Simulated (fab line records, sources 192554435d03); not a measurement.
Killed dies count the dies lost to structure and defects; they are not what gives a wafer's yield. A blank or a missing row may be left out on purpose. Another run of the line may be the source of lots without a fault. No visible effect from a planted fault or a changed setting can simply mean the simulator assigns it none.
Split-lot study ; flow n5Finfet ; route with 1938 steps; 7 lots, 39 wafers read

SPLIT DETAILS
At N5_FIN_SAQP_SPACER2_ALD_28 (deposits SiO2, target thk 8.1 nm, pulse time 1 s, purge time 2 s), the setting targetThkA was moved away from the recipe's 81 angstrom on 15 of the 39 wafers read, by -37.1% to +45.2%. This setting was run at the recipe's value on the other wafers.

FROM THE SPLIT TO THE READING: what the file shows between them, 9 steps
- N5_FIN_SAQP_SPACER2_ETCHBACK_29: etches SiO2 in CHF3/O2, target depth 12.2 nm, time 6.1 s
- N5_FIN_SAQP_MANDREL2_REMOVE_60: chemistry HBr/Cl2/O2, target a-Si, stops on SiNx, bt time 10 s
- N5_FIN_SAQP_CD_MEAS_31: target cd 8 nm
- N5_FIN_SAQP_HM_OPEN_33: chemistry CH3F/O2, target SiNx, target depth 49.4 nm, time 70.6 s
- N5_FIN_SAQP_ETCH_34: etches SiO2 in C4F6/O2, target depth 45 nm, time 15 s
- N5_FIN_SAQP_STRIP_77: strips in N2/H2, time 90 s
- N5_FIN_SAQP_HM_CD_35: target cd 8 nm
- N5_FIN_SAQP_ETCH_64: etches SiO2 in CF4, target depth 1.5 nm
- N5_FIN_SAQP_FIN_ETCH_36: etches the open film in HBr/Cl2/O2, target depth 120 nm, time 50.4 s

THE READING
Shown in nm: cdNm at N5_FIN_SAQP_CD_MEAS_37, with target cd 8 nm. On this fab line, fault-free wafers typically give 8.15 nm with a standard deviation of 0.24 nm.

wafer;tool, chamber at the split;targetThkA as run, angstrom;against the recipe;cdNm, nm;against lot-mates on the recipe
L080.1;aldSin-01, 1,0;81;recipe;8.18;-
L080.2;aldSin-01, 3,2,1;50.93;-37.1%;5.10;-3.14
L080.3;aldSin-01, 2;81;recipe;8.19;-
L080.4;aldSin-01, 1,0;81;recipe;8.34;-
L080.5;aldSin-01, 3,2,1;50.93;-37.1%;5.16;-3.08
L080.6;aldSin-01, 3,2,1;50.93;-37.1%;4.98;-3.26
L082.1;aldSin-02, 0,2;81;recipe;8.34;-
L082.2;aldSin-02, 0,2;81;recipe;8.03;-
L082.3;aldSin-02, 1;54.62;-32.6%;5.70;-2.47
L082.4;aldSin-02, 2,1;54.62;-32.6%;5.09;-3.08
L082.5;aldSin-02, 2,1;54.62;-32.6%;5.65;-2.52
L082.6;aldSin-02, 0;81;recipe;8.13;-
L084.1;aldSin-03, 2;81;recipe;8.54;-
L084.2;aldSin-03, 0;81;recipe;7.64;-
L084.3;aldSin-03, 3,1,3;117.6;+45.2%;11.66;+3.52
L084.4;aldSin-03, 3,1,3;117.6;+45.2%;11.86;+3.72
L084.5;aldSin-03, 0;81;recipe;8.23;-
L084.6;aldSin-03, 3,1,3;117.6;+45.2%;11.98;+3.84
L086.1;aldSin-03, 0,3;81;recipe;8.05;-
L086.5;aldSin-03, 2;81;recipe;8.19;-
L086.6;aldSin-03, 0,3;81;recipe;8.07;-
L094.1;aldSin-01, 0,3,0;104.3;+28.8%;10.42;+2.21
L094.2;aldSin-01, 2,1;81;recipe;8.28;-
L094.3;aldSin-01, 2,1;81;recipe;8.01;-
L094.4;aldSin-01, 0,3,0;104.3;+28.8%;10.44;+2.23
L094.5;aldSin-01, 1;81;recipe;8.35;-
L094.6;aldSin-01, 0,3,0;104.3;+28.8%;10.29;+2.08
L095.1;aldSin-01, 2,1,2;102.6;+26.7%;10.76;+2.59
L095.2;aldSin-01, 2,1,2;102.6;+26.7%;9.74;+1.57
L095.3;aldSin-01, 3,0,1;81;recipe;8.42;-
L095.4;aldSin-01, 3,0,1;81;recipe;8.07;-
L095.5;aldSin-01, 2,1,2;102.6;+26.7%;10.41;+2.24
L095.6;aldSin-01, 3,0,1;81;recipe;8.03;-
L096.1;aldSin-02, 1,0,2,3,1,0;81;recipe;8.47;-
L096.2;aldSin-02, 1,0,2,3,1,0;81;recipe;8.07;-
L096.3;aldSin-02, 1,0,2,3,1,0;81;recipe;8.01;-
L096.4;aldSin-02, 1,0,2,3,1,0;81;recipe;7.99;-
L096.5;aldSin-02, 1,0,2,3,1,0;81;recipe;8.33;-
L096.6;aldSin-02, 1,0,2,3,1,0;81;recipe;8.27;-
The file does not say which wafer passed through which chamber wherever a row lists several chambers: such a row stands for several wafers.

FIT RESULTS
A straight line over all 39 wafers: cdNm changes by +0.0812 nm for each +1% of targetThkA; r = +0.99; the points scatter about the line by 0.22 nm.
The same after taking each lot's own level away (the mean of its wafers on the recipe; 39 wafers): +0.0817 nm for each +1%; r = +0.99; scatter 0.22 nm.
Per that fit: largest targetThkA move, reading shift of 3.7 nm.
Across the lots, their own levels run from 8.103 to 8.237 nm, a range of 0.6 times the standard deviation given above.
The two slopes are in agreement: the lot-to-lot level therefore moves the slope only a little.
Check: with one of the wafers moved furthest among these (+45.2%) left out of the fit, the line predicts +3.68 nm for it against its lot-mates. It came out at +3.52 nm against them.

THESE WAFERS: OTHER SPLITS
Before the reading, these wafers also passed through other splits. Each is held against what the fit with the lots' levels taken away leaves over:
other split on the same wafers;wafers away from the commonest value;r with cdNm (lot level and that fit taken away)
N5_ZERO_LAYER_DEVELOP_10 developTimeS;12;-0.10

THE WHOLE CHAIN: every reading that the file lists as answering this split, in the file's order
step;what it does;reading;change (the file's fit);r (the file's)
N5_FIN_SAQP_SPACER2_ALD_28;deposits SiO2, target thk 8.1 nm, pulse time 1 s, purge time 2 s;SiO2_of_FIN_SAQP_SPACER2_ALD_28.thkNm (the simulator's own value, which no gauge read);+0.0811 nm for each +1% of the setting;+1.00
N5_FIN_SAQP_MANDREL2_REMOVE_60;chemistry HBr/Cl2/O2, target a-Si, stops on SiNx, bt time 10 s;FIN_SAQP.cdNm (the simulator's own value, which no gauge read);+0.0814 nm for each +1% of the setting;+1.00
N5_FIN_SAQP_CD_MEAS_31;target cd 8 nm;cdNm;+0.0815 nm for each +1% of the setting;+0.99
N5_FIN_SAQP_HM_OPEN_33;chemistry CH3F/O2, target SiNx, target depth 49.4 nm, time 70.6 s;FIN_SAQP.cdNm (the simulator's own value, which no gauge read);+0.0817 nm for each +1% of the setting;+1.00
N5_FIN_SAQP_HM_CD_35;target cd 8 nm;cdNm;+0.0802 nm for each +1% of the setting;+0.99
N5_FIN_SAQP_CD_MEAS_37;target cd 8 nm;cdNm;+0.0815 nm for each +1% of the setting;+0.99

FILE'S OWN FIT
cdNm changes by +0.0815 nm for each +1% of targetThkA, r = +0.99.
